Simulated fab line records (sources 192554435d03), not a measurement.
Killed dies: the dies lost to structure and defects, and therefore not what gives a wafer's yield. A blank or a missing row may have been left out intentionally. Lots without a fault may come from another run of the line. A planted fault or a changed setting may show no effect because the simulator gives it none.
Matching of chambers / flow n5_finfet / 3 sister chambers for N5_GATE_CUT_HM_DEP_46 on pecvd-01
The step deposits SiO2 from TEOS/O2, target thk 130 nm, time 26.6 s. 6 wafers are shown with their chamber, then 12 later ones without.

## WAFERS, EACH WITH ITS CHAMBER
wafer=L088.5; chamber=0; throttle_valve_pct (%)=19.5; showerhead_plenum_p_Torr (Torr)=8.33
wafer=L089.1; chamber=0; throttle_valve_pct (%)=19.6; showerhead_plenum_p_Torr (Torr)=8.30
wafer=L089.2; chamber=2; throttle_valve_pct (%)=17.2; showerhead_plenum_p_Torr (Torr)=8.35
wafer=L090.1; chamber=1; throttle_valve_pct (%)=18.6; showerhead_plenum_p_Torr (Torr)=8.38
wafer=L090.5; chamber=2; throttle_valve_pct (%)=17.4; showerhead_plenum_p_Torr (Torr)=8.32
wafer=L090.6; chamber=1; throttle_valve_pct (%)=18.4; showerhead_plenum_p_Torr (Torr)=8.39

## WAFERS WITH NO CHAMBER GIVEN
wafer=L093.3; throttle_valve_pct (%)=18.4; showerhead_plenum_p_Torr (Torr)=8.40
wafer=L093.5; throttle_valve_pct (%)=18.8; showerhead_plenum_p_Torr (Torr)=8.38
wafer=L093.6; throttle_valve_pct (%)=19.9; showerhead_plenum_p_Torr (Torr)=8.31
wafer=L095.1; throttle_valve_pct (%)=17.0; showerhead_plenum_p_Torr (Torr)=8.31
wafer=L095.2; throttle_valve_pct (%)=19.7; showerhead_plenum_p_Torr (Torr)=8.33
wafer=L095.4; throttle_valve_pct (%)=18.5; showerhead_plenum_p_Torr (Torr)=8.39
wafer=L096.4; throttle_valve_pct (%)=17.1; showerhead_plenum_p_Torr (Torr)=8.32
wafer=L096.5; throttle_valve_pct (%)=19.6; showerhead_plenum_p_Torr (Torr)=8.33
wafer=L096.6; throttle_valve_pct (%)=18.6; showerhead_plenum_p_Torr (Torr)=8.39
wafer=L097.1; throttle_valve_pct (%)=18.6; showerhead_plenum_p_Torr (Torr)=8.40
wafer=L097.2; throttle_valve_pct (%)=17.4; showerhead_plenum_p_Torr (Torr)=8.33
wafer=L097.6; throttle_valve_pct (%)=17.1; showerhead_plenum_p_Torr (Torr)=8.33

## EACH ONE'S CHAMBER
wafer=L093.3; from the rows above=1; in truth=1
wafer=L093.5; from the rows above=1; in truth=1
wafer=L093.6; from the rows above=0; in truth=0
wafer=L095.1; from the rows above=2; in truth=2
wafer=L095.2; from the rows above=0; in truth=0
wafer=L095.4; from the rows above=1; in truth=1
wafer=L096.4; from the rows above=2; in truth=2
wafer=L096.5; from the rows above=0; in truth=0
wafer=L096.6; from the rows above=1; in truth=1
wafer=L097.1; from the rows above=1; in truth=1
wafer=L097.2; from the rows above=2; in truth=2
wafer=L097.6; from the rows above=2; in truth=2
Placed correctly: 12 of 12. Can't be placed from these rows: 0. Number placed wrongly: 0.
How it was worked out, from the rows above alone: a wafer's distance from a chamber is the root of the sum, over the readings, of the square of ((its reading less the chamber's mean) divided by the reading's scatter). The wafer belongs to the nearest chamber; if the next one is less than 2 further off, it can't be placed. Each chamber's mean is taken over the wafers shown for it. The scatter is the square root of a quotient: the sum, over the shown wafers, of each reading's squared deviation from its chamber's mean, divided by wafers minus chambers.
